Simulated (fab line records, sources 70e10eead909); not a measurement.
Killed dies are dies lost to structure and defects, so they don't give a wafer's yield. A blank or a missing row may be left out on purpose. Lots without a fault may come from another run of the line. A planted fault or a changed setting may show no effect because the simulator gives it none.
fab line records | flow nand_harc | part 1 of 2: steps 1 to 4 of 6
record lots=23 wafers=69 last_day=34
route steps=1302 shown A_DECK1_JOINT@518 A_ONON_D2@552 A_CHANNEL_HOLE_D2@588 A_CHANNEL_FILL_D2@619
lots that met no fault: from a run of the same line without faults
start_h: hours from the record's first day to the start of the lot's first wafer shown | wait_h: hours since the lot's step before | " the same as in the row above | L1.1+2: a row that stands for several wafers | - no value, or no start given | * or withheld: withheld | < > ~ a bound
route shown NAME@n: a module of which the file shows steps, and the number in the route of the first | usual: mean/standard deviation of fault-free wafers | same: alike in all rows | chamber/n: place in a boat | sites: the reading at each site | _std_site: their standard deviation | _edge_site: outer sites' mean less inner sites' | radius_mm: how far each site lies from the wafer's centre | mask NAME#n: copy n | behind: the tool/chamber that last shaped the wafer | hold: why the lot was held/for how many hours/how that ended | device: the transistor (n, p or np) that didn't switch | end of line: the same wafers' tests at the end of the route | a step without rows: its recipe alone | killed: dies lost to structure and defects at the first sort, not the wafer's yield | map: a wafer's dies, x killed, . not, _ none there
set.NAME: the setting as run; set.NAME@STEP: as run at that earlier step | model.NAME: the simulator's own value behind a step, which no gauge read
steps of the route over a sample of lots; a table a step, a row a wafer
services: from which hour (start_h, from the record's first day; less than 0 if before it) a tool's chamber was out of use, for how many hours, and why
## steps
# step NHARC_A_DECK1_JOINT_ETCHBACK_07
# recipe target_depth_a=1050 time_s=26.9 hbr_flow_sccm=150 rf_w=350 icp_w=350 bias_w=60 chemistry=HBr
# usual drypump_motor_current_A=6.0/0.45 oes_product_au=1.000/0.014 throttle_valve_pct=23.266/0.0079
# columns lot.wafer tool chamber start_h wait_h drypump_motor_current_A oes_product_au rf_hours_counter_h throttle_valve_pct
L075.3 rie_si-02 2 250.68 0.1 5.9 0.985 0.9 23.251
L075.6 " 2 " " 5.9 0.983 - 23.259
L075.5 " 3 " " 6.4 0.997 - 23.264
L074.1 rie_si-02 2 253.20 0.1 5.9 0.980 0.9 23.270
L074.6 " 2 " " 5.9 0.988 - 23.270
L074.4 " 3 " " 6.4 1.010 - 23.259
L076.3 rie_si-06 1 260.76 0.1 5.4 1.009 0 23.274
L076.6 " 0 " " 5.3 0.994 - 23.268
L076.5 " 1 " " 5.3 1.011 - 23.281
L078.4 rie_si-03 0 272.12 0.1 6.5 1.017 0.3 23.268
L078.6 " 0 " " 6.5 1.025 - 23.267
L078.5 " 1 " " 6.3 0.994 - 23.261
L077.2 rie_si-03 2 283.29 0.1 5.3 0.992 0.3 23.265
L077.3 " 3 " " 5.6 0.987 0.4 23.261
L077.5 " 2 " " 5.4 0.995 - 23.258
L080.3 rie_si-02 3 295.72 0.1 6.5 0.987 0.0 23.255
L080.1 " 0 " " 6.0 1.016 0.0 23.261
L080.5 " 0 " " 6.1 1.015 - 23.275
L079.4 rie_si-03 3 295.74 0.1 5.6 0.987 0.5 23.271
L079.2 " 0 " " 6.5 1.003 0.5 23.274
L079.1 " 1 " " 6.3 0.990 0.5 23.252
L081.2 rie_si-03 1 308.92 0.1 6.3 0.982 0.5 23.268
L081.3 " 2 " " 5.3 0.982 0.6 23.249
L081.1 " 3 " " 5.6 0.982 0.6 23.271
L082.3 rie_si-03 3 323.93 0.1 5.6 0.978 0.7 23.264
L082.1 " 2 " " 5.3 0.971 0.7 23.270
L082.5 " 0 " " 6.5 1.009 - 23.268
L083.2 rie_si-03 0 336.39 0.1 6.5 1.003 0.8 23.261
L083.6 " 0 " " 6.5 1.024 - 23.250
L083.5 " 1 " " 6.3 0.988 - 23.262
L084.4 rie_si-06 0 342.96 0.1 5.3 1.020 0.6 23.266
L084.3 " 2 " " 6.3 1.008 0.5 23.268
L084.5 " 1 " " 5.4 1.003 - 23.289
L086.2 rie_si-03 0 346.76 0.1 6.5 1.009 0.9 23.262
L086.5 " 0 " " 6.5 1.017 - 23.266
L086.6 " 1 " " 6.3 0.991 - 23.270
L085.4 rie_si-02 0 346.77 0.1 6.1 1.023 0.3 23.269
L085.3 " 1 " " 6.3 1.003 0.2 23.261
L085.5 " 3 " " 6.5 0.994 - 23.261
L087.1 rie_si-06 2 366.15 0.1 6.3 0.996 0.7 23.268
L087.2 " 3 " " 6.3 1.024 0.4 23.270
L087.4 " 0 " " 5.3 0.997 0.8 23.265
L088.3 rie_si-06 1 378.89 0.1 5.4 1.016 0.9 23.274
L088.4 " 2 " " 6.3 1.001 0.8 23.282
L088.6 " 2 " " 6.3 0.998 - 23.261
L089.3 rie_si-03 3 378.91 0.1 5.6 0.989 1.0 23.257
L089.2 " 0 " " 6.5 0.992 1.1 23.266
L089.6 " 1 " " 6.4 1.001 - 23.277
L090.2 rie_si-06 2 399.86 0.1 6.3 0.991 1.0 23.268
L090.3 " 3 " " 6.4 1.022 0.6 23.262
L090.1 " 1 " " 5.4 1.009 1.1 23.271
L091.1 rie_si-06 3 415.00 0.1 6.4 1.027 0.7 23.259
L091.3 " 0 " " 5.3 0.996 1.0 23.264
L091.2 " 1 " " 5.4 1.015 1.1 23.273
L092.2 rie_si-03 1 418.12 0.1 6.3 0.986 0.2 23.264
L092.1 " 3 " " 5.6 1.002 0.1 23.269
L092.5 " 1 " " 6.3 0.995 - 23.277
L093.1 rie_si-02 2 423.76 0.1 5.9 0.978 0.8 23.273
L093.2 " 3 " " 6.5 0.973 0.8 23.267
L093.5 " 2 " " 5.9 0.982 - 23.270
L095.3 rie_si-02 0 444.79 0.1 6.0 1.006 0.9 23.265
L095.2 " 1 " " 6.4 1.002 0.7 23.276
L095.1 " 3 " " 6.5 0.985 1.0 23.262
L096.1 rie_si-06 0 458.21 0.1 5.3 0.982 0.2 23.276
L096.3 " 1 " " 5.4 1.008 0.1 23.259
L096.4 " 2 " " 6.4 1.005 0.1 23.260
L097.2 rie_si-02 3 472.88 0.1 6.5 0.987 0.1 23.276
L097.5 " 2 " " 5.9 0.999 - 23.281
L097.6 " 3 " " 6.4 0.993 - 23.259
# step NHARC_A_ONON_D2_THK_MEAS_11
# recipe thk_meas_gauge=ellipsometry
# usual thk_nm=1002/11
# columns lot.wafer tool chamber start_h wait_h thk_nm
L075.3 film_metro-01 - 285.19 - 993
L075.5 " - " " 994
L075.6 " - " " 992
L074.1 film_metro-02 - 285.20 - 999
L074.4 " - " " 999
L074.6 " - " " 998
L076.3 film_metro-01 - 300.12 - 1009
L076.5 " - " " 1007
L076.6 " - " " 1007
L078.4 film_metro-02 - 317.25 - 1025
L078.5 " - " " 1023
L078.6 " - " " 1025
L077.2 film_metro-02 - 321.29 - 1009
L077.3 " - " " 1011
L077.5 " - " " 1009
L079.1 film_metro-02 - 339.94 - 1008
L079.2 " - " " 1010
L079.4 " - " " 1010
L080.1 film_metro-01 - 340.04 - 1007
L080.3 " - " " 1005
L080.5 " - " " 1005
L081.1 film_metro-01 - 348.25 - 994
L081.2 " - " " 993
L081.3 " - " " 995
L082.1 film_metro-01 - 362.83 - 997
L082.3 " - " " 997
L082.5 " - " " 998
L083.2 film_metro-01 - 377.09 - 993
L083.5 " - " " 991
L083.6 " - " " 992
L086.2 film_metro-01 - 380.58 - 990
L086.5 " - " " 989
L086.6 " - " " 988
L084.3 film_metro-01 - 380.80 - 993
L084.4 " - " " 994
L084.5 " - " " 995
L085.3 film_metro-01 - 380.93 - 1014
L085.4 " - " " 1015
L085.5 " - " " 1010
L087.1 film_metro-02 - 401.87 - 1012
L087.2 " - " " 1012
L087.4 " - " " 1011
L088.3 film_metro-02 - 420.91 - 1023
L088.4 " - " " 1019
L088.6 " - " " 1019
L089.2 film_metro-02 - 421.10 - 1004
L089.3 " - " " 1004
L089.6 " - " " 1004
L090.1 film_metro-01 - 435.39 - 1002
L090.2 " - " " 1005
L090.3 " - " " 1002
L091.1 film_metro-01 - 450.03 - 996
L091.2 " - " " 999
L091.3 " - " " 998
L092.1 film_metro-02 - 450.05 - 985
L092.2 " - " " 984
L092.5 " - " " 985
L093.1 film_metro-02 - 464.43 - 999
L093.2 " - " " 1000
L093.5 " - " " 999
L095.1 film_metro-01 - 487.22 - 981
L095.2 " - " " 981
L095.3 " - " " 981
L096.1 film_metro-01 - 493.98 - 1015
L096.3 " - " " 1016
L096.4 " - " " 1016
L097.2 film_metro-02 - 508.65 - 989
L097.5 " - " " 987
L097.6 " - " " 986
# step NHARC_A_CHANNEL_HOLE_D2_ETCH_34
# recipe target_depth_a=1540 time_s=77 cf4_flow_sccm=100 chf3_flow_sccm=30 ar_flow_sccm=0 rf_w=500 bias_w=200 chemistry=CF4/CHF3
# usual drypump_motor_current_A=5.6/0.38 oes_product_au=0.956/0.02 rf_vpp_V=370.4/1.8 showerhead_plenum_p_Torr=1.57/0.047 throttle_valve_pct=16.802/0.0084
# columns lot.wafer tool chamber start_h wait_h drypump_motor_current_A oes_product_au rf_hours_counter_h rf_vpp_V showerhead_plenum_p_Torr throttle_valve_pct
L074.1 rie_diel-05 0 - - 5.9 0.955 3.2 372.6 1.59 16.807
L074.4 " 2 " " 5.7 0.938 3.8 371.9 1.58 16.796
L074.6 " 3 " " 5.6 0.966 - 370.4 1.59 16.779
L075.3 rie_diel-08 2 - - 6.0 0.914 4.3 366.9 1.50 16.786
L075.6 " 3 " " 5.3 0.927 - 366.3 1.48 16.797
L075.5 " 0 " " 5.5 0.971 - 368.9 1.55 16.800
L076.3 rie_diel-05 0 - - 5.9 0.932 5.1 372.7 1.59 16.807
L076.6 " 3 " " 5.6 0.937 - 369.8 1.59 16.791
L076.5 " 0 " " 5.9 0.940 - 372.5 1.59 16.816
L078.4 rie_diel-09 2 - - 6.6 0.982 0.2 369.0 1.55 16.803
L078.6 " 1 " " 5.6 0.987 - 370.2 1.55 16.799
L078.5 " 2 " " 6.6 0.973 - 370.3 1.55 16.790
L077.2 rie_diel-05 3 - - 5.6 0.965 6.9 370.5 1.59 16.813
L077.3 " 2 " " 5.7 0.968 7.2 370.9 1.58 16.815
L077.5 " 3 " " 5.6 0.975 - 370.8 1.59 16.799
L080.3 rie_diel-05 3 - - 5.6 0.968 8.0 372.3 1.59 16.808
L080.1 " 0 " " 5.9 0.971 7.9 372.7 1.59 16.799
L080.5 " 2 " " 5.7 0.968 - 372.1 1.58 16.804
L079.2 rie_diel-09 2 - - 6.6 0.938 1.1 368.6 1.55 16.794
L079.4 " 3 " " 4.9 0.924 1.2 374.0 1.65 16.801
L079.1 " 0 " " 5.4 0.900 1.1 368.1 1.53 16.805
L081.3 rie_diel-08 2 - - 6.0 0.946 8.0 367.3 1.50 16.788
L081.2 " 3 " " 5.3 0.968 7.6 367.7 1.48 16.806
L081.1 " 1 " " 5.9 0.945 7.8 371.7 1.63 16.791
L082.1 rie_diel-09 3 - - 4.9 0.949 2.2 371.5 1.65 16.807
L082.3 " 0 " " 5.4 0.936 2.2 369.1 1.53 16.787
L082.5 " 0 " " 5.4 0.938 - 367.6 1.53 16.799
L083.2 rie_diel-05 2 - - 5.7 0.973 10.1 370.7 1.58 16.792
L083.5 " 3 " " 5.6 0.944 - 370.3 1.59 16.818
L083.6 " 2 " " 5.7 0.979 - 371.1 1.58 16.798
L086.2 rie_diel-09 0 - - 5.4 0.936 3.2 369.0 1.53 16.814
L086.6 " 2 " " 6.6 0.955 - 369.3 1.54 16.796
L086.5 " 0 " " 5.4 0.935 - 369.1 1.53 16.808
L084.4 rie_diel-05 1 - - 5.3 0.944 11.3 370.3 1.62 16.796
L084.3 " 2 " " 5.8 0.986 10.8 371.5 1.58 16.792
L084.5 " 1 " " 5.4 0.945 - 373.0 1.62 16.804
L085.4 rie_diel-08 1 - - 5.9 0.973 0.4 372.3 1.63 16.796
L085.3 " 2 " " 6.0 0.989 0.4 368.6 1.50 16.808
L085.5 " 3 " " 5.3 0.964 - 367.1 1.48 16.793
L087.4 rie_diel-05 0 - - 5.9 0.955 0.2 370.8 1.59 16.807
L087.2 " 1 " " 5.3 0.951 0.2 371.3 1.62 16.801
L087.1 " 2 " " 5.7 0.994 0.1 372.6 1.58 16.805
L088.4 rie_diel-09 2 - - 6.5 0.962 5.3 369.9 1.54 16.794
L088.3 " 0 " " 5.5 0.925 5.2 369.1 1.53 16.802
L088.6 " 1 " " 5.5 0.963 - 370.2 1.55 16.805
L089.2 rie_diel-05 3 - - 5.6 0.966 1.4 370.8 1.59 16.814
L089.3 " 0 " " 5.9 0.958 2.2 370.3 1.59 16.804
L089.6 " 1 " " 5.3 0.937 - 372.6 1.62 16.798
L090.2 rie_diel-08 3 - - 5.3 0.912 2.0 368.5 1.48 16.788
L090.3 " 1 " " 5.9 0.912 2.1 371.4 1.63 16.804
L090.1 " 2 " " 6.0 0.937 2.1 368.0 1.50 16.803
L091.1 rie_diel-08 3 - - 5.3 0.955 4.5 366.8 1.48 16.805
L091.2 " 0 " " 5.5 0.989 3.9 370.7 1.55 16.810
L091.3 " 2 " " 6.0 0.986 4.1 368.6 1.50 16.815
L092.1 rie_diel-09 2 - - 6.6 0.953 6.7 370.9 1.54 16.800
L092.2 " 0 " " 5.5 0.931 7.2 369.2 1.53 16.807
L092.5 " 3 " " 4.9 0.954 - 374.7 1.65 16.803
L093.1 rie_diel-05 3 - - 5.6 0.958 4.4 371.3 1.58 16.809
L093.2 " 2 " " 5.7 0.971 3.6 371.2 1.58 16.804
L093.5 " 0 " " 5.9 0.985 - 370.5 1.59 16.813
L095.3 rie_diel-08 0 - - 5.5 0.973 5.2 369.9 1.55 16.808
L095.2 " 1 " " 5.9 0.934 4.7 371.4 1.63 16.788
L095.1 " 2 " " 6.0 0.957 5.5 367.8 1.49 16.805
L096.3 rie_diel-05 2 - - 5.7 0.963 6.7 371.1 1.58 16.802
L096.4 " 3 " " 5.6 0.963 7.7 370.3 1.58 16.800
L096.1 " 1 " " 5.3 0.956 6.9 371.9 1.62 16.793
L097.2 rie_diel-08 3 - - 5.3 0.926 6.7 367.7 1.48 16.796
L097.5 " 2 " " 6.0 0.931 - 367.8 1.49 16.801
L097.6 " 3 " " 5.3 0.929 - 368.5 1.48 16.812
# step NHARC_A_CHANNEL_HOLE_D2_ETCH_16
# recipe target_depth_a=31000 over_etch_frac=0.3 time_s=806 ion_energy_ev=150 o2_flow_sccm=400 cos_flow_sccm=20 ar_flow_sccm=0 rf_w=500 bias_w=300 chemistry=O2/COS
# usual cos_flow_sccm=20.00/0.064 drypump_motor_current_A=5.6/0.37 oes_product_au=0.997/0.014 rf_vpp_V=314.0/1.6 showerhead_plenum_p_Torr=3.11/0.096 throttle_valve_pct=28.330/0.0091
# columns lot.wafer tool chamber start_h wait_h cos_flow_sccm drypump_motor_current_A oes_product_au rf_hours_counter_h rf_vpp_V showerhead_plenum_p_Torr throttle_valve_pct
L074.4 rie_diel-05 0 - - 19.93 5.9 0.980 3.4 316.8 3.16 28.346
L074.1 " 2 " " 19.97 5.7 0.989 3.9 314.9 3.13 28.334
L074.6 " 3 " " 20.01 5.6 0.998 - 313.3 3.15 28.333
L075.3 rie_diel-08 2 - - 20.14 6.0 0.987 4.4 311.6 2.97 28.334
L075.6 " 1 " " 19.91 5.9 1.003 - 316.4 3.23 28.327
L075.5 " 2 " " 20.11 6.0 0.985 - 313.6 2.97 28.335
L076.3 rie_diel-05 2 - - 20.01 5.7 1.010 4.9 314.1 3.13 28.326
L076.6 " 0 " " 19.90 5.9 0.975 - 315.1 3.16 28.316
L076.5 " 1 " " 20.07 5.3 0.986 - 315.2 3.22 28.345
L078.4 rie_diel-09 1 - - 19.94 5.5 1.020 0.3 314.0 3.08 28.338
L078.5 " 3 " " 19.99 4.9 0.999 - 315.3 3.27 28.343
L078.6 " 0 " " 20.01 5.5 0.986 - 314.1 3.04 28.320
L077.3 rie_diel-05 3 - - 20.01 5.6 0.988 7.1 314.4 3.15 28.335
L077.2 " 1 " " 20.02 5.3 0.995 7.1 316.2 3.22 28.344
L077.5 " 0 " " 19.89 5.9 0.996 - 316.3 3.16 28.311
L080.1 rie_diel-05 1 - - 19.93 5.3 0.987 7.8 315.1 3.22 28.317
L080.3 " 2 " " 19.98 5.7 1.013 8.0 314.6 3.13 28.346
L080.5 " 0 " " 20.01 5.9 0.994 - 314.7 3.16 28.340
L079.4 rie_diel-09 1 - - 19.92 5.5 1.000 1.1 313.3 3.08 28.334
L079.1 " 3 " " 19.94 4.9 0.995 1.3 316.3 3.27 28.319
L079.2 " 0 " " 19.97 5.5 0.975 1.2 312.2 3.04 28.327
L081.2 rie_diel-08 0 - - 19.99 5.5 1.022 7.3 313.7 3.07 28.325
L081.3 " 1 " " 20.11 5.9 0.991 7.9 316.8 3.23 28.338
L081.1 " 2 " " 19.97 6.0 0.987 8.2 311.9 2.97 28.316
L082.1 rie_diel-09 2 - - 20.05 6.6 0.997 2.5 313.1 3.07 28.341
L082.3 " 3 " " 20.01 4.9 1.000 2.3 316.4 3.27 28.330
L082.5 " 3 " " 19.91 4.9 0.995 - 317.6 3.27 28.324
L083.2 rie_diel-05 2 - - 20.11 5.7 1.005 10.2 314.3 3.13 28.331
L083.6 " 2 " " 20.08 5.7 1.006 - 315.0 3.13 28.335
L083.5 " 1 " " 20.06 5.3 0.979 - 315.3 3.22 28.331
L086.2 rie_diel-09 1 - - 19.94 5.6 1.002 3.4 313.2 3.07 28.343
L086.5 " 1 " " 20.01 5.6 0.996 - 313.6 3.07 28.320
L086.6 " 2 " " 20.03 6.5 1.004 - 313.6 3.07 28.340
L084.3 rie_diel-05 1 - - 19.93 5.3 0.983 11.5 313.6 3.22 28.325
L084.4 " 2 " " 20.07 5.7 1.002 10.9 313.7 3.13 28.343
L084.5 " 3 " " 19.99 5.6 1.000 - 315.4 3.15 28.314
L085.3 rie_diel-08 1 - - 20.04 5.9 0.991 0.5 315.3 3.23 28.337
L085.4 " 2 " " 20.03 6.0 1.028 0.6 311.3 2.97 28.333
L085.5 " 0 " " 20.04 5.5 1.026 - 312.4 3.07 28.319
L087.1 rie_diel-05 0 - - 19.87 5.9 0.998 0.3 315.6 3.16 28.328
L087.4 " 2 " " 20.03 5.7 1.009 0.3 313.4 3.13 28.333
L087.2 " 3 " " 20.11 5.6 0.995 0.3 313.8 3.14 28.337
L088.3 rie_diel-09 3 - - 19.89 4.9 0.995 4.6 315.8 3.27 28.331
L088.4 " 0 " " 20.03 5.5 0.978 5.3 312.3 3.04 28.332
L088.6 " 0 " " 20.00 5.4 0.969 - 312.4 3.04 28.341
L089.3 rie_diel-05 1 - - 20.06 5.3 0.987 2.4 315.8 3.22 28.326
L089.2 " 3 " " 20.03 5.6 1.006 1.6 312.7 3.14 28.325
L089.6 " 1 " " 20.10 5.3 0.973 - 315.4 3.22 28.343
L090.1 rie_diel-08 2 - - 20.08 6.0 0.992 2.2 310.8 2.97 28.319
L090.3 " 0 " " 19.96 5.5 1.034 2.2 313.0 3.07 28.342
L090.2 " 1 " " 19.97 5.9 0.986 2.2 315.8 3.23 28.325
L091.3 rie_diel-08 2 - - 19.96 6.0 1.002 4.2 311.6 2.97 28.340
L091.1 " 3 " " 20.04 5.3 0.996 4.6 310.8 2.93 28.317
L091.2 " 0 " " 20.01 5.5 1.030 4.0 313.6 3.07 28.327
L092.1 rie_diel-09 3 - - 20.04 4.9 0.994 6.6 316.2 3.27 28.323
L092.2 " 2 " " 20.04 6.5 0.988 6.9 315.4 3.06 28.333
L092.5 " 3 " " 20.07 4.9 0.999 - 316.9 3.27 28.335
L093.2 rie_diel-05 2 - - 19.96 5.7 1.030 3.7 313.5 3.13 28.336
L093.1 " 3 " " 20.02 5.6 1.017 4.6 314.7 3.14 28.320
L093.5 " 1 " " 19.94 5.3 0.974 - 314.9 3.21 28.326
L095.2 rie_diel-08 3 - - 19.97 5.3 0.992 6.1 310.1 2.93 28.339
L095.3 " 0 " " 20.06 5.5 1.007 5.3 314.4 3.07 28.348
L095.1 " 1 " " 20.01 5.9 0.995 4.8 316.6 3.23 28.341
L096.4 rie_diel-05 2 - - 20.01 5.8 0.997 6.8 314.5 3.13 28.323
L096.3 " 0 " " 19.96 5.9 1.020 7.3 312.9 3.15 28.325
L096.1 " 1 " " 20.06 5.3 0.976 7.0 315.9 3.21 28.335
L097.2 rie_diel-08 1 - - 19.98 5.9 1.003 5.5 315.2 3.23 28.331
L097.6 " 2 " " 19.97 6.0 1.006 - 310.3 2.97 28.340
L097.5 " 3 " " 19.99 5.3 1.000 - 312.1 2.93 28.334
